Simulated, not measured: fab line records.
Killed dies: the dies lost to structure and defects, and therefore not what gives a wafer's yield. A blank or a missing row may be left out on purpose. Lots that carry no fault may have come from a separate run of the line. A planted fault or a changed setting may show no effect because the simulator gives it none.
Chamber matching | flow n5-finfet | N5_BEOL_M11_ETCH_66 on rie-diel-02 has 4 sister chambers
The step etches SOC in N2/H2, target depth 120 nm, overetch 24 nm, time 180 s. 16 wafers are shown with their chamber, then 8 later ones without.

## EACH WAFER AND ITS CHAMBER
wafer  | chamber | drypump-motor-current-A (A) | throttle-valve-pct (%) | oes-product-au (a.u.)
L074.2 | 1       | 5.6                         | 18.13                  | 0.57
L074.3 | 2       | 5.7                         | 18.15                  | 0.57
L074.6 | 1       | 5.6                         | 18.14                  | 0.58
L076.1 | 1       | 5.6                         | 18.15                  | 0.58
L076.4 | 0       | 5.8                         | 17.51                  | 0.67
L076.5 | 1       | 5.6                         | 18.16                  | 0.58
L080.1 | 1       | 5.6                         | 18.18                  | 0.58
L080.2 | 3       | 5.0                         | 17.85                  | 0.71
L080.6 | 2       | 5.7                         | 18.19                  | 0.56
L084.1 | 0       | 5.8                         | 17.53                  | 0.66
L084.4 | 1       | 5.6                         | 18.16                  | 0.57
L084.6 | 2       | 5.7                         | 18.20                  | 0.56
L085.2 | 1       | 5.6                         | 18.17                  | 0.58
L085.3 | 3       | 5.1                         | 17.86                  | 0.71
L085.6 | 3       | 5.0                         | 17.86                  | 0.70
L086.2 | 2       | 5.7                         | 18.20                  | 0.57

SIGNATURES, as means of the wafers listed above
reading                 | chamber 0 | chamber 1 | chamber 2 | chamber 3 | scatter within a chamber
drypump-motor-current-A | 5.800     | 5.600     | 5.700     | 5.033     | 0.0236
throttle-valve-pct      | 17.5200   | 18.1557   | 18.1850   | 17.8567   | 0.0176
oes-product-au          | 0.6650    | 0.5771    | 0.5650    | 0.7067    | 0.00547
Rule: a wafer's distance from a chamber is the root of the sum, over the readings, of the square of ((its reading less the chamber's mean) divided by the reading's scatter). If the next closest chamber is less than 2 further off than the closest, the wafer can't be placed; otherwise it belongs to the closest. The scatter: the root of (the sum of the squares of (reading less its chamber's mean) over the shown wafers, divided by (wafers less chambers)).

## WAFERS WITH NO CHAMBER GIVEN
wafer  | drypump-motor-current-A (A) | throttle-valve-pct (%) | oes-product-au (a.u.)
L086.3 | 5.6                         | 18.17                  | 0.57
L086.4 | 5.0                         | 17.87                  | 0.71
L088.2 | 5.6                         | 18.19                  | 0.57
L088.5 | 5.6                         | 18.19                  | 0.56
L088.6 | 5.6                         | 18.20                  | 0.55
L095.1 | 5.6                         | 18.22                  | 0.56
L095.4 | 5.8                         | 17.59                  | 0.63
L095.5 | 5.6                         | 18.21                  | 0.56

## THE CHAMBER EACH PASSED THROUGH
wafer  | from the rows above     | in truth
L086.3 | 1                       | 1
L086.4 | 3                       | 3
L088.2 | 1                       | 1
L088.5 | can't be placed: 1 or 2 | 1
L088.6 | can't be placed: 2 or 1 | 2
L095.1 | can't be placed: 2 or 1 | 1
L095.4 | 0                       | 0
L095.5 | can't be placed: 1 or 2 | 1
4 of 8 placed correctly. Not placeable from these rows: 4 (in 4, the candidates include the true chamber). 0 placed wrongly.
